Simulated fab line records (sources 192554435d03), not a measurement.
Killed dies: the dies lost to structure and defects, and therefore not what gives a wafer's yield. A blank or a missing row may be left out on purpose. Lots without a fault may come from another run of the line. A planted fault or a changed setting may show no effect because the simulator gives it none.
Matching of chambers :: flow n5Finfet :: N5_BEOL_M8_DESCUM_33 on rieDiel-04: 4 sister chambers
The step chemistry O2, time 7 s. 14 wafers are shown with their chamber, then 7 later ones without.

== WAFERS, EACH WITH ITS CHAMBER ==
wafer: L078.1
chamber: 3
showerheadPlenumPTorr (Torr): 2.14
throttleValvePct (%): 20.64
drypumpMotorCurrentA (A): 4.9

wafer: L078.2
chamber: 0
showerheadPlenumPTorr (Torr): 2.03
throttleValvePct (%): 20.29
drypumpMotorCurrentA (A): 5.5

wafer: L078.6
chamber: 1
showerheadPlenumPTorr (Torr): 2.25
throttleValvePct (%): 20.29
drypumpMotorCurrentA (A): 5.3

wafer: L076.2
chamber: 2
showerheadPlenumPTorr (Torr): 2.02
throttleValvePct (%): 20.52
drypumpMotorCurrentA (A): 5.3

wafer: L076.5
chamber: 0
showerheadPlenumPTorr (Torr): 2.03
throttleValvePct (%): 20.30
drypumpMotorCurrentA (A): 5.5

wafer: L076.6
chamber: 1
showerheadPlenumPTorr (Torr): 2.25
throttleValvePct (%): 20.29
drypumpMotorCurrentA (A): 5.4

wafer: L079.1
chamber: 3
showerheadPlenumPTorr (Torr): 2.14
throttleValvePct (%): 20.66
drypumpMotorCurrentA (A): 4.8

wafer: L079.4
chamber: 0
showerheadPlenumPTorr (Torr): 2.02
throttleValvePct (%): 20.28
drypumpMotorCurrentA (A): 5.5

wafer: L079.5
chamber: 3
showerheadPlenumPTorr (Torr): 2.14
throttleValvePct (%): 20.68
drypumpMotorCurrentA (A): 4.9

wafer: L087.1
chamber: 2
showerheadPlenumPTorr (Torr): 2.02
throttleValvePct (%): 20.53
drypumpMotorCurrentA (A): 5.3

wafer: L087.4
chamber: 1
showerheadPlenumPTorr (Torr): 2.24
throttleValvePct (%): 20.33
drypumpMotorCurrentA (A): 5.3

wafer: L087.6
chamber: 1
showerheadPlenumPTorr (Torr): 2.24
throttleValvePct (%): 20.33
drypumpMotorCurrentA (A): 5.3

wafer: L093.3
chamber: 0
showerheadPlenumPTorr (Torr): 2.01
throttleValvePct (%): 20.34
drypumpMotorCurrentA (A): 5.4

wafer: L093.5
chamber: 2
showerheadPlenumPTorr (Torr): 2.01
throttleValvePct (%): 20.56
drypumpMotorCurrentA (A): 5.3

SIGNATURES (averages over the wafers above)
reading: showerheadPlenumPTorr
chamber 0: 2.0225
chamber 1: 2.2450
chamber 2: 2.0167
chamber 3: 2.1400
scatter within a chamber: 0.00665

reading: throttleValvePct
chamber 0: 20.3025
chamber 1: 20.3100
chamber 2: 20.5367
chamber 3: 20.6600
scatter within a chamber: 0.0231

reading: drypumpMotorCurrentA
chamber 0: 5.475
chamber 1: 5.325
chamber 2: 5.300
chamber 3: 4.867
scatter within a chamber: 0.0465
Rule: a wafer's distance from a chamber is the root of the sum, over the readings, of the square of ((its reading less the chamber's mean) divided by the reading's scatter). The wafer belongs to the nearest chamber; if the next one is less than 2 further off, it can't be placed. The scatter: take each reading less its chamber's mean, square it, sum over the shown wafers, divide by the number of wafers less the number of chambers, and take the root.

== WAFERS WITHOUT THEIR CHAMBER ==
wafer: L093.6
showerheadPlenumPTorr (Torr): 2.23
throttleValvePct (%): 20.36
drypumpMotorCurrentA (A): 5.3

wafer: L095.3
showerheadPlenumPTorr (Torr): 2.01
throttleValvePct (%): 20.38
drypumpMotorCurrentA (A): 5.5

wafer: L095.4
showerheadPlenumPTorr (Torr): 2.23
throttleValvePct (%): 20.38
drypumpMotorCurrentA (A): 5.3

wafer: L095.5
showerheadPlenumPTorr (Torr): 2.13
throttleValvePct (%): 20.26
drypumpMotorCurrentA (A): 4.9

wafer: L096.3
showerheadPlenumPTorr (Torr): 2.13
throttleValvePct (%): 20.27
drypumpMotorCurrentA (A): 4.9

wafer: L096.5
showerheadPlenumPTorr (Torr): 2.23
throttleValvePct (%): 20.37
drypumpMotorCurrentA (A): 5.3

wafer: L096.6
showerheadPlenumPTorr (Torr): 2.01
throttleValvePct (%): 20.37
drypumpMotorCurrentA (A): 5.5

== THE CHAMBER EACH PASSED THROUGH ==
wafer: L093.6
from the rows above: 1
in truth: 1

wafer: L095.3
from the rows above: 0
in truth: 0

wafer: L095.4
from the rows above: 1
in truth: 1

wafer: L095.5
from the rows above: 3
in truth: 3

wafer: L096.3
from the rows above: 3
in truth: 3

wafer: L096.5
from the rows above: 1
in truth: 1

wafer: L096.6
from the rows above: 0
in truth: 0
Placed correctly: 7 of 7. Left unplaced by these rows: 0. Wrongly placed: 0.
